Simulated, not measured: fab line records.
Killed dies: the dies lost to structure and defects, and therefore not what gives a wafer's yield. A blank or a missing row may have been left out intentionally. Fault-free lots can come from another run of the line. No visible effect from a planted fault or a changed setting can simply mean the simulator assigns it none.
Matching of chambers :: flow nandHarc :: NHARC_P_CONTACT_CMP_24 on cmp-01 has 4 sister chambers
The step polishes, t overpolish 30 s, target thk 200 nm. 4 wafers are shown with their chamber, then 7 later ones without.

WAFERS, EACH WITH ITS CHAMBER
wafer: L078.3
chamber: 0
motorCurrentA (A): 13.3

wafer: L081.5
chamber: 1
motorCurrentA (A): 14.5

wafer: L085.4
chamber: 2
motorCurrentA (A): 11.9

wafer: L085.5
chamber: 3
motorCurrentA (A): 11.6

WAFERS WITHOUT THEIR CHAMBER
wafer: L085.6
motorCurrentA (A): 12.2

wafer: L087.1
motorCurrentA (A): 15.2

wafer: L087.4
motorCurrentA (A): 11.1

wafer: L087.6
motorCurrentA (A): 11.8

wafer: L090.4
motorCurrentA (A): 12.3

wafer: L090.5
motorCurrentA (A): 14.7

wafer: L090.6
motorCurrentA (A): 12.3

WHICH CHAMBER EACH ONE RAN IN
wafer: L085.6
from the rows above: can't be placed: 2 or 3 or 0
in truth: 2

wafer: L087.1
from the rows above: 1
in truth: 1

wafer: L087.4
from the rows above: can't be placed: 3 or 2
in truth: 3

wafer: L087.6
from the rows above: can't be placed: 2 or 3
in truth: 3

wafer: L090.4
from the rows above: can't be placed: 2 or 3 or 0
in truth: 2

wafer: L090.5
from the rows above: 1
in truth: 1

wafer: L090.6
from the rows above: can't be placed: 2 or 3 or 0
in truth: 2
Correct placement for 2 of the 7. From these rows, 5 cannot be placed; in 5 the true chamber is one of the candidates. Placed wrongly: 0.
How it was worked out, from the rows above alone: a wafer's distance from a chamber is the root of the sum, over the readings, of the square of ((its reading less the chamber's mean) divided by the reading's scatter). The wafer belongs to the nearest chamber; if the next one is less than 2 further off, it can't be placed. The mean given for a chamber averages the wafers shown for that chamber. The scatter: root of mean squared gap, hidden wafer to nearest shown wafer, with one shown wafer a chamber.
